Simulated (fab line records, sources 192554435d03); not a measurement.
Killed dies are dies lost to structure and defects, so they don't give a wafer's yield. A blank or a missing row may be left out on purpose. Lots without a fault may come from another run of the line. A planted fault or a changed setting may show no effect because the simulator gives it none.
Split-lot experiment | flow n5_finfet | 7 lots, 21 wafers read, on a route of 1938 steps

THE SPLIT
At N5_BEOL_M6_ETCH_41 (etches SiCN in CH3F/O2, target depth 29.7 nm, time 52 s), the setting time_s was moved away from the recipe's 52 s on 8 of the 21 wafers read, by -22.2% to +21.1%. The other wafers ran this setting at the recipe's value.

The reading is taken at the split's own step.

THE READING
etch.depth_nm (the simulator's own value, which no gauge read), in nm, at N5_BEOL_M6_ETCH_41 (etches SiCN in CH3F/O2, target depth 29.7 nm, time 52 s). The file gives no usual value for it. The 13 wafers here that ran the recipe average 19.77 nm, standard deviation 0.31 nm.

wafer  | tool, chamber at the split | time_s as run, s | against the recipe | etch.depth_nm, nm | against lot-mates on the recipe
L077.3 | rie_diel-05, 0             | 41.85            | -19.5%             | 15.99             | -3.33
L077.4 | rie_diel-05, 2             | 41.85            | -19.5%             | 16.1              | -3.22
L077.5 | rie_diel-05, 3             | 52               | recipe             | 19.32             | -
L079.1 | rie_diel-05, 2             | 52               | recipe             | 20.11             | -
L079.3 | rie_diel-05, 0             | 62.97            | +21.1%             | 23.93             | +3.82
L079.5 | rie_diel-05, 2             | 62.97            | +21.1%             | 24.32             | +4.21
L080.2 | rie_diel-05, 0             | 52               | recipe             | 19.63             | -
L080.5 | rie_diel-05, 2             | 60.11            | +15.6%             | 22.86             | +3.23
L080.6 | rie_diel-05, 1             | 60.11            | +15.6%             | 22.54             | +2.91
L085.1 | rie_diel-04, 3             | 40.47            | -22.2%             | 15.64             | -4.46
L085.5 | rie_diel-04, 2             | 40.47            | -22.2%             | 15.59             | -4.51
L085.6 | rie_diel-04, 3             | 52               | recipe             | 20.1              | -
L088.2 | rie_diel-06, 2             | 52               | recipe             | 19.82             | -
L088.3 | rie_diel-06, 3             | 52               | recipe             | 20.31             | -
L088.6 | rie_diel-06, 2             | 52               | recipe             | 19.81             | -
L092.1 | rie_diel-05, 2             | 52               | recipe             | 19.89             | -
L092.2 | rie_diel-05, 0             | 52               | recipe             | 19.66             | -
L092.3 | rie_diel-05, 3             | 52               | recipe             | 19.78             | -
L095.1 | rie_diel-06, 3             | 52               | recipe             | 19.95             | -
L095.3 | rie_diel-06, 0             | 52               | recipe             | 19.18             | -
L095.6 | rie_diel-06, 1             | 52               | recipe             | 19.47             | -

THE FIT
A straight line over all 21 wafers: etch.depth_nm changes by +0.194 nm for each +1% of time_s; r = +0.99; the points scatter about the line by 0.29 nm.
The same after taking each lot's own level away (the mean of its wafers on the recipe; 21 wafers): +0.19 nm for each +1%; r = +0.99; scatter 0.25 nm.
On that fit, the largest move of time_s shifts the reading by 4.2 nm.
The lots' own levels span 19.320 to 20.110 nm, that is 2.6 times the standard deviation above.
So the lot-to-lot level changes the slope little: the two slopes agree.
Check: with one of the wafers moved furthest among these (-22.2%) left out of the fit, the line predicts -4.11 nm for it against its lot-mates. It came out at -4.46 nm against them.

OTHER SPLITS ON THESE WAFERS
These wafers also went through other splits before the reading. Each is held against what the fit with the lots' levels taken away leaves over:
other split on the same wafers   | wafers away from the commonest value | r with etch.depth_nm (lot level and that fit taken away)
N5_BEOL_M5_ETCH_41 source_w      | 7                                    | +0.21
N5_BEOL_M6_EXPOSE_25 dose_mj     | 4                                    | -0.19
N5_BEOL_M6_ETCH_66 bias_w        | 6                                    | -0.20
N5_BEOL_M6_TRENCH_ETCH_37 bias_w | 10                                   | -0.05

THE FILE'S OWN FIT
etch.depth_nm changes by +0.19 nm for each +1% of time_s, r = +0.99.
